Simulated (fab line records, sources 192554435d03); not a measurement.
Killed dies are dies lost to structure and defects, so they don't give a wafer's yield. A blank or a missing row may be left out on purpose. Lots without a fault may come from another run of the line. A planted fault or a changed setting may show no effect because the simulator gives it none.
Chamber matching | flow n5_finfet | N5_MOL_CONTACT_COAG_ALD_27 on ald_sin-04: 4 sister chambers
The step deposits SiOC, target thk 17 nm, pulse time 1.5 s, time 2720 s. 8 wafers are shown with their chamber, then 12 later ones without.

WAFERS WITH THEIR CHAMBER
wafer  | chamber | heater_power_w (W) | chamber_pressure_Torr (Torr)
L083.6 | 2       | 970                | 2.004
L084.3 | 2       | 1001               | 2.002
L084.5 | 3       | 945                | 1.998
L088.2 | 1       | 876                | 1.996
L088.3 | 3       | 938                | 1.997
L089.2 | 0       | 883                | 1.996
L089.4 | 1       | 868                | 2.004
L089.6 | 0       | 863                | 1.997

WAFERS WITHOUT THEIR CHAMBER
wafer  | heater_power_w (W) | chamber_pressure_Torr (Torr)
L090.2 | 952                | 2.010
L090.3 | 885                | 1.996
L090.4 | 968                | 1.991
L093.1 | 955                | 1.996
L093.3 | 885                | 2.002
L093.4 | 869                | 2.000
L095.2 | 958                | 2.000
L095.5 | 878                | 1.999
L095.6 | 886                | 2.003
L096.1 | 934                | 2.002
L096.4 | 863                | 2.011
L096.6 | 859                | 2.006

WHICH CHAMBER EACH WENT THROUGH
wafer  | from the rows above     | in truth
L090.2 | can't be placed: 2 or 3 | 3
L090.3 | can't be placed: 0 or 1 | 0
L090.4 | can't be placed: 3 or 2 | 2
L093.1 | 3                       | 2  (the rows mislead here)
L093.3 | can't be placed: 1 or 0 | 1
L093.4 | can't be placed: 1 or 0 | 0
L095.2 | can't be placed: 3 or 2 | 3
L095.5 | can't be placed: 1 or 0 | 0
L095.6 | can't be placed: 1 or 0 | 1
L096.1 | 3                       | 3
L096.4 | can't be placed: 1 or 0 | 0
L096.6 | can't be placed: 1 or 0 | 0
Placed correctly: 1 of 12. Can't be placed from these rows: 10 (the true chamber is among the candidates in 10). Placed wrongly: 1.
How it was worked out, from the rows above alone: a wafer's distance from a chamber is the root of the sum, over the readings, of the square of ((its reading less the chamber's mean) divided by the reading's scatter). The wafer belongs to the nearest chamber; if the next one is less than 2 further off, it can't be placed. A chamber's mean is the mean of its shown wafers. The scatter: the root of (the sum of the squares of (reading less its chamber's mean) over the shown wafers, divided by (wafers less chambers)).
